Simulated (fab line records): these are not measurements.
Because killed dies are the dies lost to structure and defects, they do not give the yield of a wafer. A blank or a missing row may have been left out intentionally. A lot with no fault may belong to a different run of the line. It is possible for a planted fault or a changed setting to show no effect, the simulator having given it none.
Matching of chambers	flow nand harc	pecvd-03 running NHARC_A_CHANNEL_HOLE_D1_DEP_01: 3 sister chambers
The step deposits SiON, target thk 140 nm. 22 wafers are shown with their chamber, then 11 later ones without.

## WAFERS WITH THEIR CHAMBER
wafer	chamber	heater power w (W)	susceptor temp C (C)
L077.2	0	733	400.10
L077.4	2	744	399.63
L077.6	0	719	400.05
L079.2	0	709	399.81
L079.5	2	773	400.20
L079.6	0	682	399.90
L080.3	0	612	399.65
L080.4	0	630	399.72
L080.6	2	757	399.78
L081.2	1	943	400.30
L081.4	0	711	400.27
L081.6	2	780	399.68
L083.2	0	680	400.18
L083.3	2	660	399.64
L083.4	0	699	399.91
L085.2	0	715	400.16
L085.3	2	787	400.25
L085.5	1	846	400.51
L089.2	1	916	400.07
L089.3	0	675	400.29
L089.4	1	932	399.83
L091.3	1	914	400.37

SIGNATURES (means of the wafers above)
reading	chamber 0	chamber 1	chamber 2	scatter within a chamber
heater power w	687.73	910.20	750.17	40.3
susceptor temp C	400.0036	400.2160	399.8633	0.249
Rule: a wafer lies at a distance from a chamber equal to the root of the sum of squares, over the readings, of (its reading less the chamber's mean, divided by the reading's scatter). The wafer belongs to the nearest chamber; if the next one is less than 2 further off, it can't be placed. The scatter: take each reading less its chamber's mean, square it, sum over the shown wafers, divide by the number of wafers less the number of chambers, and take the root.

## WAFERS MISSING THEIR CHAMBER
wafer	heater power w (W)	susceptor temp C (C)
L091.4	632	399.92
L091.5	899	400.30
L093.1	775	400.26
L093.5	967	399.78
L093.6	765	400.21
L095.1	691	400.04
L095.4	685	399.89
L095.5	643	400.16
L097.1	937	400.18
L097.3	656	400.41
L097.5	695	400.12

## WHICH CHAMBER EACH ONE RAN IN
wafer	from the rows above	in truth
L091.4	can't be placed: 0 or 2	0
L091.5	1	1
L093.1	can't be placed: 2 or 0 or 1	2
L093.5	1	1
L093.6	can't be placed: 2 or 0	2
L095.1	can't be placed: 0 or 2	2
L095.4	can't be placed: 0 or 2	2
L095.5	can't be placed: 0 or 2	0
L097.1	1	1
L097.3	can't be placed: 0 or 2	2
L097.5	can't be placed: 0 or 2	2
Correct placement for 3 of the 11. From these rows, 8 cannot be placed; in 8 the true chamber is one of the candidates. Wrongly placed: 0.
